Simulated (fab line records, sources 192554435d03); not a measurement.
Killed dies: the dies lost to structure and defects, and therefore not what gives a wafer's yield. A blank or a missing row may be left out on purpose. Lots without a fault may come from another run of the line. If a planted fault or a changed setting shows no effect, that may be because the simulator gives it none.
What tool caused it? / flow n5-finfet / at 1 step of a route of 1938, 24 lots with 72 wafers sampled

## WHAT EACH GAUGE READ, for each wafer
N5_GATE_CUT_OVL_MEAS_14.
lot=L074; measured=day 5 00:13; on=overlay-01; GATE_CUT_OVL (nm)=-0.6 -0.4 -0.7
lot=L075; measured=day 5 02:32; on=overlay-01; GATE_CUT_OVL (nm)=-0.1 -0.4 0.2
lot=L076; measured=day 5 03:34; on=overlay-02; GATE_CUT_OVL (nm)=0.6 -0.7 -0.7
lot=L078; measured=day 5 10:19; on=overlay-01; GATE_CUT_OVL (nm)=-1.5 -1.1 -0.8
lot=L077; measured=day 5 15:19; on=overlay-01; GATE_CUT_OVL (nm)=-0.1 -1.0 -0.8
lot=L080; measured=day 6 01:44; on=overlay-01; GATE_CUT_OVL (nm)=-0.8 0.6 0.1
lot=L079; measured=day 6 03:51; on=overlay-02; GATE_CUT_OVL (nm)=-0.2 -0.5 0.6
lot=L081; measured=day 6 06:49; on=overlay-02; GATE_CUT_OVL (nm)=0.0 -0.6 0.2
lot=L082; measured=day 6 14:44; on=overlay-01; GATE_CUT_OVL (nm)=0.3 0.7 0.4
lot=L083; measured=day 6 16:30; on=overlay-01; GATE_CUT_OVL (nm)=-1.4 -1.0 -1.3
lot=L084; measured=day 6 21:48; on=overlay-01; GATE_CUT_OVL (nm)=0.5 0.2 -0.5
lot=L085; measured=day 7 07:41; on=overlay-02; GATE_CUT_OVL (nm)=-0.1 0.4 0.4
lot=L086; measured=day 7 16:08; on=overlay-01; GATE_CUT_OVL (nm)=0.7 -0.3 0.0
lot=L087; measured=day 7 18:04; on=overlay-02; GATE_CUT_OVL (nm)=0.0 0.7 -0.4
lot=L088; measured=day 8 04:22; on=overlay-01; GATE_CUT_OVL (nm)=0.1 0.1 0.9
lot=L089; measured=day 8 12:16; on=overlay-01; GATE_CUT_OVL (nm)=-0.6 0.1 -0.7
lot=L090; measured=day 8 14:07; on=overlay-01; GATE_CUT_OVL (nm)=-0.5 -0.4 -1.1
lot=L091; measured=day 8 17:14; on=overlay-02; GATE_CUT_OVL (nm)=-1.3 -0.1 -2.4
lot=L092; measured=day 9 01:28; on=overlay-01; GATE_CUT_OVL (nm)=-1.6 -0.8 -1.7
lot=L093; measured=day 9 10:04; on=overlay-01; GATE_CUT_OVL (nm)=-1.4 -1.4 -0.5
lot=L094; measured=day 9 13:13; on=overlay-02; GATE_CUT_OVL (nm)=0.1 0.0 -0.9
lot=L095; measured=day 9 20:17; on=overlay-02; GATE_CUT_OVL (nm)=-0.5 -0.6 -0.4
lot=L096; measured=day 10 02:28; on=overlay-01; GATE_CUT_OVL (nm)=0.3 0.3 0.4
lot=L097; measured=day 10 06:30; on=overlay-02; GATE_CUT_OVL (nm)=-1.3 0.1 -0.9

## WHICH TOOL RAN EACH LOT (tool, then ch and the chambers of the sampled wafers, then the start)
The record shows no process step preceding these readings.

## AS READ BY THE TOOLS THEMSELVES (means over the sampled wafers that have a number; for cases with no such wafer, the mark the record gives instead)
The record holds no such reading with a usual standard deviation.

## THE ANSWER, worked out from the rows above alone
Rule: usual is defined by the lots themselves. Put in order of their means at a reading, lots are off if they are a third of the lots or fewer, leave a main group of 4 or more, and stand apart from it by a gap of 3 or more times the standard deviation of the main group's means; of several such gaps the widest counts. A main group is skipped when, at the precision printed for the reading in the tables above, its means are all equal. Also off: a lot with no number at a reading for which 4 or more lots have one. Where the step has rows for the other lots, those lots are counted as sound. The gauges are gone through in route order, then the tools' own readings, and for those a lot's mean is taken as printed above. At the first step where some lot is off, the reading lying furthest off is the one used; lots without a number count as furthest.
None of the lots is off at any reading shown; this tells nothing.

## WHAT HAD BEEN PUT IN BY THE SIMULATOR
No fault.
